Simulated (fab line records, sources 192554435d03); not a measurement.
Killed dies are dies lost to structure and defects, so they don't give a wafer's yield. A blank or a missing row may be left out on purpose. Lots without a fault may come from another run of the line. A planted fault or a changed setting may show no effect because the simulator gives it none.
fab line records | flow n5_finfet | part 2 of 2: steps 22 to 31 of 31
record lots=5 wafers=15 last_day=16
route steps=1938 shown BEOL_M4@1065
lots that met no fault: from a run of the same line without faults
start_h: hours from the record's first day to the start of the lot's first wafer shown | wait_h: hours since the lot's step before | " the same as in the row above | L1.1+2: a row that stands for several wafers | - no value, or no start given | * or withheld: withheld | < > ~ a bound
route shown NAME@n: a module of which the file shows steps, and the number in the route of the first | usual: mean/standard deviation of fault-free wafers | same: alike in all rows | chamber/n: place in a boat | sites: the reading at each site | _std_site: their standard deviation | _edge_site: outer sites' mean less inner sites' | radius_mm: how far each site lies from the wafer's centre | mask NAME#n: copy n | behind: the tool/chamber that last shaped the wafer | hold: why the lot was held/for how many hours/how that ended | device: the transistor (n, p or np) that didn't switch | end of line: the same wafers' tests at the end of the route | a step without rows: its recipe alone | killed: dies lost to structure and defects at the first sort, not the wafer's yield | map: a wafer's dies, x killed, . not, _ none there
set.NAME: the setting as run; set.NAME@STEP: as run at that earlier step | model.NAME: the simulator's own value behind a step, which no gauge read
lots at some steps of the route; a table a step, a row a wafer
services: from which hour (start_h, from the record's first day; less than 0 if before it) a tool's chamber was out of use, for how many hours, and why
## steps
# step N5_BEOL_M4_SPUTTER_79
# recipe material=Cu target_thk_a=45 temp_c=-20 chamber_pressure_pa=0.07 power_w=withheld time_s=8.29
# usual throttle_valve_pct=29.7/1.2
# columns lot.wafer tool chamber start_h wait_h throttle_valve_pct
L077.1 pvd_sputter-03 - 186.14 0.1 31.7
L077.2 " - " " 29.4
L077.4 " - " " 27.5
L079.1 pvd_sputter-03 - 214.09 0.1 29.7
L079.3 " - " " 30.3
L079.6 " - " " 29.5
L084.3 pvd_sputter-03 - 235.55 0.1 31.3
L084.4 " - " " 30.2
L084.6 " - " " 31.5
L088.1 pvd_sputter-01 - 254.76 0.1 28.9
L088.3 " - " " 30.5
L088.5 " - " " 29.1
L089.2 pvd_sputter-01 - 272.52 0.1 30.5
L089.4 " - " " 30.3
L089.5 " - " " 28.8
# step N5_BEOL_M4_ANNEAL_80
# recipe temp_c=400 time_s=240 ambient=vacuum
# usual heater_power_w=820/60
# columns lot.wafer tool chamber start_h wait_h heater_power_w
L077.1 pvd_sputter-03 - 186.22 0.0 928
L077.2 " - " " 780
L077.4 " - " " 802
L079.1 pvd_sputter-03 - 214.17 0.0 781
L079.3 " - " " 818
L079.6 " - " " 760
L084.3 pvd_sputter-03 - 235.63 0.0 941
L084.4 " - " " 802
L084.6 " - " " 946
L088.1 pvd_sputter-01 - 254.84 0.0 919
L088.3 " - " " 803
L088.5 " - " " 768
L089.2 pvd_sputter-01 - 272.60 0.0 812
L089.4 " - " " 775
L089.5 " - " " 941
# step N5_BEOL_M4_SPUTTER_81
# recipe material=Cu target_thk_a=45 temp_c=-20 chamber_pressure_pa=0.07 power_w=withheld time_s=8.29
# usual throttle_valve_pct=29.7/1.2
# columns lot.wafer tool chamber start_h wait_h throttle_valve_pct
L077.1 pvd_sputter-03 - 186.36 0.1 31.5
L077.2 " - " " 29.5
L077.4 " - " " 27.6
L079.1 pvd_sputter-03 - 214.31 0.1 29.5
L079.3 " - " " 30.0
L079.6 " - " " 29.5
L084.3 pvd_sputter-03 - 235.77 0.1 31.2
L084.4 " - " " 30.3
L084.6 " - " " 31.4
L088.1 pvd_sputter-01 - 254.98 0.1 29.0
L088.3 " - " " 30.9
L088.5 " - " " 29.2
L089.2 pvd_sputter-01 - 272.74 0.1 30.5
L089.4 " - " " 29.9
L089.5 " - " " 28.8
# step N5_BEOL_M4_ANNEAL_82
# recipe temp_c=400 time_s=240 ambient=vacuum
# usual heater_power_w=820/63
# columns lot.wafer tool chamber start_h wait_h heater_power_w
L077.1 pvd_sputter-03 - 186.44 0.0 932
L077.2 " - " " 753
L077.4 " - " " 779
L079.1 pvd_sputter-03 - 214.39 0.0 760
L079.3 " - " " 835
L079.6 " - " " 764
L084.3 pvd_sputter-03 - 235.85 0.0 976
L084.4 " - " " 791
L084.6 " - " " 951
L088.1 pvd_sputter-01 - 255.06 0.0 942
L088.3 " - " " 804
L088.5 " - " " 774
L089.2 pvd_sputter-01 - 272.82 0.0 811
L089.4 " - " " 771
L089.5 " - " " 950
# step N5_BEOL_M4_SPUTTER_86
# recipe material=Cu target_thk_a=45 temp_c=-20 chamber_pressure_pa=0.07 power_w=withheld time_s=8.29
# usual throttle_valve_pct=29.7/1.2
# columns lot.wafer tool chamber start_h wait_h throttle_valve_pct
L077.1 pvd_sputter-03 - 186.58 0.1 31.2
L077.2 " - " " 29.6
L077.4 " - " " 27.7
L079.1 pvd_sputter-03 - 214.53 0.1 29.4
L079.3 " - " " 29.9
L079.6 " - " " 29.8
L084.3 pvd_sputter-03 - 235.99 0.1 31.2
L084.4 " - " " 30.2
L084.6 " - " " 30.9
L088.1 pvd_sputter-01 - 255.20 0.1 29.0
L088.3 " - " " 30.5
L088.5 " - " " 29.0
L089.2 pvd_sputter-01 - 272.96 0.1 30.5
L089.4 " - " " 29.9
L089.5 " - " " 29.0
# step N5_BEOL_M4_ANNEAL_87
# recipe temp_c=400 time_s=240 ambient=vacuum
# usual heater_power_w=823/63
# columns lot.wafer tool chamber start_h wait_h heater_power_w
L077.1 pvd_sputter-03 - 186.66 0.0 950
L077.2 " - " " 754
L077.4 " - " " 763
L079.1 pvd_sputter-03 - 214.61 0.0 755
L079.3 " - " " 807
L079.6 " - " " 768
L084.3 pvd_sputter-03 - 236.07 0.0 940
L084.4 " - " " 810
L084.6 " - " " 979
L088.1 pvd_sputter-01 - 255.28 0.0 947
L088.3 " - " " 826
L088.5 " - " " 775
L089.2 pvd_sputter-01 - 273.04 0.0 835
L089.4 " - " " 775
L089.5 " - " " 936
# step N5_BEOL_M4_SPUTTER_88
# recipe material=Cu target_thk_a=45 temp_c=-20 chamber_pressure_pa=0.07 power_w=withheld time_s=8.29
# usual throttle_valve_pct=29.7/1.2
# columns lot.wafer tool chamber start_h wait_h throttle_valve_pct
L077.1 pvd_sputter-03 - 186.80 0.1 31.2
L077.2 " - " " 29.3
L077.4 " - " " 27.3
L079.1 pvd_sputter-03 - 214.75 0.1 29.4
L079.3 " - " " 30.4
L079.6 " - " " 29.5
L084.3 pvd_sputter-03 - 236.21 0.1 31.3
L084.4 " - " " 30.1
L084.6 " - " " 31.6
L088.1 pvd_sputter-01 - 255.42 0.1 29.0
L088.3 " - " " 30.5
L088.5 " - " " 29.1
L089.2 pvd_sputter-01 - 273.18 0.1 30.6
L089.4 " - " " 30.3
L089.5 " - " " 29.0
# step N5_BEOL_M4_ANNEAL_89
# recipe temp_c=400 time_s=240 ambient=vacuum
# usual heater_power_w=821/65
# columns lot.wafer tool chamber start_h wait_h heater_power_w
L077.1 pvd_sputter-03 - 186.88 0.0 960
L077.2 " - " " 753
L077.4 " - " " 789
L079.1 pvd_sputter-03 - 214.83 0.0 765
L079.3 " - " " 813
L079.6 " - " " 769
L084.3 pvd_sputter-03 - 236.29 0.0 948
L084.4 " - " " 801
L084.6 " - " " 950
L088.1 pvd_sputter-01 - 255.50 0.0 961
L088.3 " - " " 797
L088.5 " - " " 777
L089.2 pvd_sputter-01 - 273.26 0.0 814
L089.4 " - " " 762
L089.5 " - " " 936
# step N5_BEOL_M4_SPUTTER_90
# recipe material=Cu target_thk_a=45 temp_c=-20 chamber_pressure_pa=0.07 power_w=withheld time_s=8.29
# usual throttle_valve_pct=29.7/1.2
# columns lot.wafer tool chamber start_h wait_h throttle_valve_pct
L077.1 pvd_sputter-03 - 187.02 0.1 30.8
L077.2 " - " " 29.6
L077.4 " - " " 27.6
L079.1 pvd_sputter-03 - 214.97 0.1 29.7
L079.3 " - " " 30.1
L079.6 " - " " 29.7
L084.3 pvd_sputter-03 - 236.43 0.1 31.3
L084.4 " - " " 30.2
L084.6 " - " " 31.4
L088.1 pvd_sputter-01 - 255.64 0.1 28.9
L088.3 " - " " 30.2
L088.5 " - " " 29.2
L089.2 pvd_sputter-01 - 273.40 0.1 30.7
L089.4 " - " " 29.9
L089.5 " - " " 28.9
# step N5_BEOL_M4_ANNEAL_91
# recipe temp_c=400 time_s=240 ambient=vacuum
# usual heater_power_w=823/61
# columns lot.wafer tool chamber start_h wait_h heater_power_w
L077.1 pvd_sputter-03 - 187.10 0.0 923
L077.2 " - " " 753
L077.4 " - " " 783
L079.1 pvd_sputter-03 - 215.05 0.0 776
L079.3 " - " " 797
L079.6 " - " " 772
L084.3 pvd_sputter-03 - 236.51 0.0 929
L084.4 " - " " 825
L084.6 " - " " 960
L088.1 pvd_sputter-01 - 255.72 0.0 943
L088.3 " - " " 813
L088.5 " - " " 771
L089.2 pvd_sputter-01 - 273.48 0.0 802
L089.4 " - " " 768
L089.5 " - " " 936
## services
# columns tool chamber start_h hours kind
ald_metal-04 0 172.22 17.7 repair
pvd_sputter-01 - 172.98 11.1 repair
rie_diel-06 3 173.08 5.7 repair
ald_metal-01 - 182.76 8.7 pm
ald_metal-04 1 188.14 11.8 repair
rie_diel-01 3 205.59 - clean
rie_diel-01 3 205.59 - consumable_replace:focus_ring
rie_diel-01 3 205.59 19.6 scheduled_down
rie_diel-01 3 205.59 19.6 vent_cycle
ald_metal-02 2 208.62 5.0 repair
rie_diel-06 - 221.57 2.8 pm
rie_diel-01 1 225.32 - clean
rie_diel-01 1 225.32 - consumable_replace:focus_ring
rie_diel-01 1 225.32 22.4 scheduled_down
rie_diel-01 1 225.32 22.4 vent_cycle
rie_diel-06 - 256.88 0.1 repair
ald_metal-02 - 264.15 0.7 repair
